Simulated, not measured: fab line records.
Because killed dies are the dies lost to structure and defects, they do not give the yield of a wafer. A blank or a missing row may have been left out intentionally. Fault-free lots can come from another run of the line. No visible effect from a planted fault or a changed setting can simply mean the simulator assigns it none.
The tool behind it: which one? || flow nand-harc || 36 wafers from 12 lots sampled at 5 of the route's 1302 steps

== WHAT THE GAUGES READ, wafer by wafer ==
NHARC_END_SORT_01. Usual: defect-limited-yield 91 %, standard deviation 3.1; killed-at-array 54, standard deviation 21; killed-at-other 0.9, standard deviation 1.1; killed-at-periphery 3.5, standard deviation 2.5; killed-dies 58, standard deviation 21; killed-open 3.3, standard deviation 1.9; killed-short 2.6, standard deviation 1.8; sort_bin_2_pct 3.0 %, standard deviation 1.4; sort_bin_3_pct 0.6 %, standard deviation 0.41; sort_bin_4_pct 4.9 %, standard deviation 1.7; sort-n-pass 619, standard deviation 21; sort-rim-yield-pct 92 %, standard deviation 4; sort-yield-pct 91 %, standard deviation 3.1.
{"lot": "L477", "measured": "day 30 09:28", "on": "prober-02", "defect-limited-yield (%)": "91 90", "killed-at-array": "58 62", "killed-at-other": "2 0", "killed-at-periphery": "2 3", "killed-dies": "62 65", "killed-open": "3 5", "killed-short": "6 9", "sort_bin_2_pct (%)": "3.0 3.4", "sort_bin_3_pct (%)": "0.9 0.4", "sort_bin_4_pct (%)": "5.3 5.8", "sort-n-pass": "615 612", "sort-rim-yield-pct (%)": "94 96", "sort-yield-pct (%)": "91 90", "flag": ""}

== EACH LOT AND THE TOOL THAT RAN IT (in order: tool; ch and the chambers of the sampled wafers; start) ==
{"lot": "L465", "NHARC_A_BONDPAD_ANNEAL_28": "rtp-anneal-01 ch 0, day 23 10:02", "NHARC_THIN_TSV_ETCH_44": "rie-diel-09 ch 0,1,2, day 23 23:17", "NHARC_THIN_TSV_STRIP_45": "plasma-asher-01 ch 0,1, day 24 00:10", "NHARC_THIN_TSV_DEP_47": "pecvd-02 ch 0,2, day 24 01:00"}
{"lot": "L463", "NHARC_A_BONDPAD_ANNEAL_28": "rtp-anneal-01 ch 0, day 23 15:50", "NHARC_THIN_TSV_ETCH_44": "rie-diel-02 ch 0,1,3, day 24 08:28", "NHARC_THIN_TSV_STRIP_45": "plasma-asher-01 ch 0,1, day 24 09:05", "NHARC_THIN_TSV_DEP_47": "pecvd-03 ch 0,2, day 24 09:53"}
{"lot": "L477", "NHARC_A_BONDPAD_ANNEAL_28": "rtp-anneal-01 ch 0, day 29 02:29", "NHARC_THIN_TSV_ETCH_44": "rie-diel-09 ch 0,1, day 29 19:41", "NHARC_THIN_TSV_STRIP_45": "plasma-asher-01 ch 1, day 29 20:28", "NHARC_THIN_TSV_DEP_47": "pecvd-02 ch 0,2, day 29 21:16"}
{"lot": "L478", "NHARC_A_BONDPAD_ANNEAL_28": "rtp-anneal-02 ch 0, day 29 08:50", "NHARC_THIN_TSV_ETCH_44": "rie-diel-09 ch 0,1,2, day 30 00:04", "NHARC_THIN_TSV_STRIP_45": "plasma-asher-02 ch 1, day 30 00:51", "NHARC_THIN_TSV_DEP_47": "pecvd-01 ch 0,1, day 30 01:38"}
{"lot": "L475", "NHARC_A_BONDPAD_ANNEAL_28": "rtp-anneal-02 ch 0, day 29 11:34", "NHARC_THIN_TSV_ETCH_44": "rie-diel-10 ch 0,1,2, day 29 22:53", "NHARC_THIN_TSV_STRIP_45": "plasma-asher-02 ch 0,1, day 29 23:41", "NHARC_THIN_TSV_DEP_47": "pecvd-03 ch 0,1,2, day 30 00:32"}
{"lot": "L479", "NHARC_A_BONDPAD_ANNEAL_28": "rtp-anneal-02 ch 0, day 29 15:22", "NHARC_THIN_TSV_ETCH_44": "rie-diel-10 ch 1,2,3, day 30 04:55", "NHARC_THIN_TSV_STRIP_45": "plasma-asher-02 ch 0,1, day 30 05:43", "NHARC_THIN_TSV_DEP_47": "pecvd-01 ch 0,2, day 30 06:34"}
{"lot": "L481", "NHARC_A_BONDPAD_ANNEAL_28": "rtp-anneal-01 ch 0, day 30 06:17", "NHARC_THIN_TSV_ETCH_44": "rie-diel-10 ch 0,2,3, day 30 19:45", "NHARC_THIN_TSV_STRIP_45": "plasma-asher-02 ch 0,1, day 30 20:33", "NHARC_THIN_TSV_DEP_47": "pecvd-01 ch 0,1,2, day 30 21:21"}
{"lot": "L480", "NHARC_A_BONDPAD_ANNEAL_28": "rtp-anneal-01 ch 0, day 30 17:33", "NHARC_THIN_TSV_ETCH_44": "rie-diel-10 ch 0,1,3, day 31 08:26", "NHARC_THIN_TSV_STRIP_45": "plasma-asher-01 ch 0,1, day 31 09:03", "NHARC_THIN_TSV_DEP_47": "pecvd-02 ch 1,2, day 31 09:54"}
{"lot": "L483", "NHARC_A_BONDPAD_ANNEAL_28": "rtp-anneal-01 ch 0, day 30 23:39", "NHARC_THIN_TSV_ETCH_44": "rie-diel-10 ch 1,2,3, day 31 13:16", "NHARC_THIN_TSV_STRIP_45": "plasma-asher-02 ch 0,1, day 31 14:05", "NHARC_THIN_TSV_DEP_47": "pecvd-02 ch 0,2, day 31 14:47"}
{"lot": "L484", "NHARC_A_BONDPAD_ANNEAL_28": "rtp-anneal-01 ch 0, day 32 11:58", "NHARC_THIN_TSV_ETCH_44": "rie-diel-10 ch 1,2,3, day 33 04:42", "NHARC_THIN_TSV_STRIP_45": "plasma-asher-02 ch 0,1, day 33 05:25", "NHARC_THIN_TSV_DEP_47": "pecvd-03 ch 1,2, day 33 06:07"}
{"lot": "L485", "NHARC_A_BONDPAD_ANNEAL_28": "rtp-anneal-02 ch 0, day 32 13:04", "NHARC_THIN_TSV_ETCH_44": "rie-diel-02 ch 1,3, day 33 03:27", "NHARC_THIN_TSV_STRIP_45": "plasma-asher-01 ch 0,1, day 33 04:14", "NHARC_THIN_TSV_DEP_47": "pecvd-01 ch 0,2, day 33 05:02"}
{"lot": "L486", "NHARC_A_BONDPAD_ANNEAL_28": "rtp-anneal-02 ch 0, day 32 21:59", "NHARC_THIN_TSV_ETCH_44": "rie-diel-09 ch 0,2,3, day 33 11:41", "NHARC_THIN_TSV_STRIP_45": "plasma-asher-01 ch 0,1, day 33 12:34", "NHARC_THIN_TSV_DEP_47": "pecvd-01 ch 0,2, day 33 13:22"}
- NHARC_A_BONDPAD_ANNEAL_28: time 90 s.
- NHARC_THIN_TSV_ETCH_44: etches the open film in CF4/O2, target depth 1594.2 nm, time 797.1 s.
- NHARC_THIN_TSV_STRIP_45: strips in O2.
- NHARC_THIN_TSV_DEP_47: deposits SiO2, target thk 200 nm.

== WHAT THE TOOLS THEMSELVES READ (means of the sampled wafers that have a number; where no wafer has one, the mark that the record gives instead) ==
NHARC_A_BONDPAD_ANNEAL_28. Usual: 226.04 for wafer_temp_C_max, sd 0.24.
{"lot": "L465", "tool": "rtp-anneal-01", "wafer_temp_C_max": 226.00, "flag": ""}
{"lot": "L463", "tool": "rtp-anneal-01", "wafer_temp_C_max": 226.14, "flag": ""}
{"lot": "L477", "tool": "rtp-anneal-01", "wafer_temp_C_max": 226.02, "flag": ""}
{"lot": "L478", "tool": "rtp-anneal-02", "wafer_temp_C_max": 226.21, "flag": ""}
{"lot": "L475", "tool": "rtp-anneal-02", "wafer_temp_C_max": 225.85, "flag": ""}
{"lot": "L479", "tool": "rtp-anneal-02", "wafer_temp_C_max": 226.01, "flag": ""}
{"lot": "L481", "tool": "rtp-anneal-01", "wafer_temp_C_max": 226.12, "flag": ""}
{"lot": "L480", "tool": "rtp-anneal-01", "wafer_temp_C_max": 225.97, "flag": ""}
{"lot": "L483", "tool": "rtp-anneal-01", "wafer_temp_C_max": 225.93, "flag": ""}
{"lot": "L484", "tool": "rtp-anneal-01", "wafer_temp_C_max": 226.26, "flag": ""}
{"lot": "L485", "tool": "rtp-anneal-02", "wafer_temp_C_max": 226.09, "flag": ""}
{"lot": "L486", "tool": "rtp-anneal-02", "wafer_temp_C_max": 225.98, "flag": ""}

NHARC_THIN_TSV_ETCH_44. Usual: drypump-motor-current-A 5.5 A, standard deviation 0.46; oes-product-au 0.998 a.u., standard deviation 0.012; rf-fwd-power-W 299.8 W, standard deviation 0.89; rf-vpp-V 795 V, standard deviation 4.5; showerhead-plenum-p-Torr 1.84 Torr, standard deviation 0.072; throttle-valve-pct 16.913 %, standard deviation 0.0091.
{"lot": "L465", "tool": "rie-diel-09", "drypump-motor-current-A (A)": 5.7, "oes-product-au (a.u.)": 0.990, "rf-fwd-power-W (W)": 299.7, "rf-vpp-V (V)": 791, "showerhead-plenum-p-Torr (Torr)": 1.78, "throttle-valve-pct (%)": 16.908, "flag": ""}
{"lot": "L463", "tool": "rie-diel-02", "drypump-motor-current-A (A)": 5.4, "oes-product-au (a.u.)": 1.003, "rf-fwd-power-W (W)": 299.5, "rf-vpp-V (V)": 797, "showerhead-plenum-p-Torr (Torr)": 1.89, "throttle-valve-pct (%)": 16.918, "flag": ""}
{"lot": "L477", "tool": "rie-diel-09", "drypump-motor-current-A (A)": 5.5, "oes-product-au (a.u.)": 1.077, "rf-fwd-power-W (W)": 335.6, "rf-vpp-V (V)": 794, "showerhead-plenum-p-Torr (Torr)": 1.84, "throttle-valve-pct (%)": 16.914, "flag": "OFF"}
{"lot": "L478", "tool": "rie-diel-09", "drypump-motor-current-A (A)": 5.7, "oes-product-au (a.u.)": 1.073, "rf-fwd-power-W (W)": 335.3, "rf-vpp-V (V)": 791, "showerhead-plenum-p-Torr (Torr)": 1.78, "throttle-valve-pct (%)": 16.914, "flag": "OFF"}
{"lot": "L475", "tool": "rie-diel-10", "drypump-motor-current-A (A)": 5.4, "oes-product-au (a.u.)": 1.001, "rf-fwd-power-W (W)": 300.2, "rf-vpp-V (V)": 797, "showerhead-plenum-p-Torr (Torr)": 1.85, "throttle-valve-pct (%)": 16.912, "flag": ""}
{"lot": "L479", "tool": "rie-diel-10", "drypump-motor-current-A (A)": 5.8, "oes-product-au (a.u.)": 0.987, "rf-fwd-power-W (W)": 300.3, "rf-vpp-V (V)": 794, "showerhead-plenum-p-Torr (Torr)": 1.84, "throttle-valve-pct (%)": 16.920, "flag": ""}
{"lot": "L481", "tool": "rie-diel-10", "drypump-motor-current-A (A)": 5.6, "oes-product-au (a.u.)": 0.995, "rf-fwd-power-W (W)": 299.5, "rf-vpp-V (V)": 795, "showerhead-plenum-p-Torr (Torr)": 1.84, "throttle-valve-pct (%)": 16.911, "flag": ""}
{"lot": "L480", "tool": "rie-diel-10", "drypump-motor-current-A (A)": 5.8, "oes-product-au (a.u.)": 1.000, "rf-fwd-power-W (W)": 299.9, "rf-vpp-V (V)": 791, "showerhead-plenum-p-Torr (Torr)": 1.79, "throttle-valve-pct (%)": 16.907, "flag": ""}
{"lot": "L483", "tool": "rie-diel-10", "drypump-motor-current-A (A)": 5.8, "oes-product-au (a.u.)": 0.992, "rf-fwd-power-W (W)": 299.9, "rf-vpp-V (V)": 795, "showerhead-plenum-p-Torr (Torr)": 1.84, "throttle-valve-pct (%)": 16.916, "flag": ""}
{"lot": "L484", "tool": "rie-diel-10", "drypump-motor-current-A (A)": 5.8, "oes-product-au (a.u.)": 0.989, "rf-fwd-power-W (W)": 299.4, "rf-vpp-V (V)": 794, "showerhead-plenum-p-Torr (Torr)": 1.84, "throttle-valve-pct (%)": 16.915, "flag": ""}
{"lot": "L485", "tool": "rie-diel-02", "drypump-motor-current-A (A)": 5.4, "oes-product-au (a.u.)": 0.995, "rf-fwd-power-W (W)": 301.1, "rf-vpp-V (V)": 797, "showerhead-plenum-p-Torr (Torr)": 1.88, "throttle-valve-pct (%)": 16.915, "flag": ""}
{"lot": "L486", "tool": "rie-diel-09", "drypump-motor-current-A (A)": 5.6, "oes-product-au (a.u.)": 0.991, "rf-fwd-power-W (W)": 300.1, "rf-vpp-V (V)": 791, "showerhead-plenum-p-Torr (Torr)": 1.78, "throttle-valve-pct (%)": 16.917, "flag": ""}

NHARC_THIN_TSV_STRIP_45. Usual: drypump-motor-current-A 5.52 A, standard deviation 0.19; heater-power-w 343 W, standard deviation 38.
{"lot": "L465", "tool": "plasma-asher-01", "drypump-motor-current-A (A)": 5.75, "heater-power-w (W)": 308, "flag": ""}
{"lot": "L463", "tool": "plasma-asher-01", "drypump-motor-current-A (A)": 5.69, "heater-power-w (W)": 309, "flag": ""}
{"lot": "L477", "tool": "plasma-asher-01", "drypump-motor-current-A (A)": 5.79, "heater-power-w (W)": 289, "flag": ""}
{"lot": "L478", "tool": "plasma-asher-02", "drypump-motor-current-A (A)": 5.27, "heater-power-w (W)": 384, "flag": ""}
{"lot": "L475", "tool": "plasma-asher-02", "drypump-motor-current-A (A)": 5.39, "heater-power-w (W)": 368, "flag": ""}
{"lot": "L479", "tool": "plasma-asher-02", "drypump-motor-current-A (A)": 5.33, "heater-power-w (W)": 375, "flag": ""}
{"lot": "L481", "tool": "plasma-asher-02", "drypump-motor-current-A (A)": 5.38, "heater-power-w (W)": 370, "flag": ""}
{"lot": "L480", "tool": "plasma-asher-01", "drypump-motor-current-A (A)": 5.71, "heater-power-w (W)": 306, "flag": ""}
{"lot": "L483", "tool": "plasma-asher-02", "drypump-motor-current-A (A)": 5.30, "heater-power-w (W)": 385, "flag": ""}
{"lot": "L484", "tool": "plasma-asher-02", "drypump-motor-current-A (A)": 5.32, "heater-power-w (W)": 382, "flag": ""}
{"lot": "L485", "tool": "plasma-asher-01", "drypump-motor-current-A (A)": 5.73, "heater-power-w (W)": 294, "flag": ""}
{"lot": "L486", "tool": "plasma-asher-01", "drypump-motor-current-A (A)": 5.71, "heater-power-w (W)": 294, "flag": ""}

NHARC_THIN_TSV_DEP_47. Usual: 16.0 % for throttle-valve-pct, sd 0.67.
{"lot": "L465", "tool": "pecvd-02", "throttle-valve-pct (%)": 16.3, "flag": ""}
{"lot": "L463", "tool": "pecvd-03", "throttle-valve-pct (%)": 15.6, "flag": ""}
{"lot": "L477", "tool": "pecvd-02", "throttle-valve-pct (%)": 15.7, "flag": ""}
{"lot": "L478", "tool": "pecvd-01", "throttle-valve-pct (%)": 16.4, "flag": ""}
{"lot": "L475", "tool": "pecvd-03", "throttle-valve-pct (%)": 15.7, "flag": ""}
{"lot": "L479", "tool": "pecvd-01", "throttle-valve-pct (%)": 15.9, "flag": ""}
{"lot": "L481", "tool": "pecvd-01", "throttle-valve-pct (%)": 16.2, "flag": ""}
{"lot": "L480", "tool": "pecvd-02", "throttle-valve-pct (%)": 15.8, "flag": ""}
{"lot": "L483", "tool": "pecvd-02", "throttle-valve-pct (%)": 16.0, "flag": ""}
{"lot": "L484", "tool": "pecvd-03", "throttle-valve-pct (%)": 15.3, "flag": ""}
{"lot": "L485", "tool": "pecvd-01", "throttle-valve-pct (%)": 16.1, "flag": ""}
{"lot": "L486", "tool": "pecvd-01", "throttle-valve-pct (%)": 16.5, "flag": ""}

== THE ANSWER, worked out from the rows above alone ==
Rule: lot off if the mean of its wafers having a number is beyond 3 standard deviations from the usual mean. Also off: a lot with no number at a reading for which 4 or more lots have one. Any other lot the step has rows for is counted as sound. The gauges are gone through in route order, then the tools' own readings, and for those a lot's mean is taken as printed above. At the first step where some lot is off, the reading lying furthest off is the one used; lots without a number count as furthest.
Off: L477, L478 (NHARC_THIN_TSV_ETCH_44, rf-fwd-power-W).
If a tool, at that step or one of the process steps before it, ran each lot that is off and ran no sound lot following the first of them, it fits. None of those tried fits.

== WHAT THE SIMULATOR HAD PUT IN ==
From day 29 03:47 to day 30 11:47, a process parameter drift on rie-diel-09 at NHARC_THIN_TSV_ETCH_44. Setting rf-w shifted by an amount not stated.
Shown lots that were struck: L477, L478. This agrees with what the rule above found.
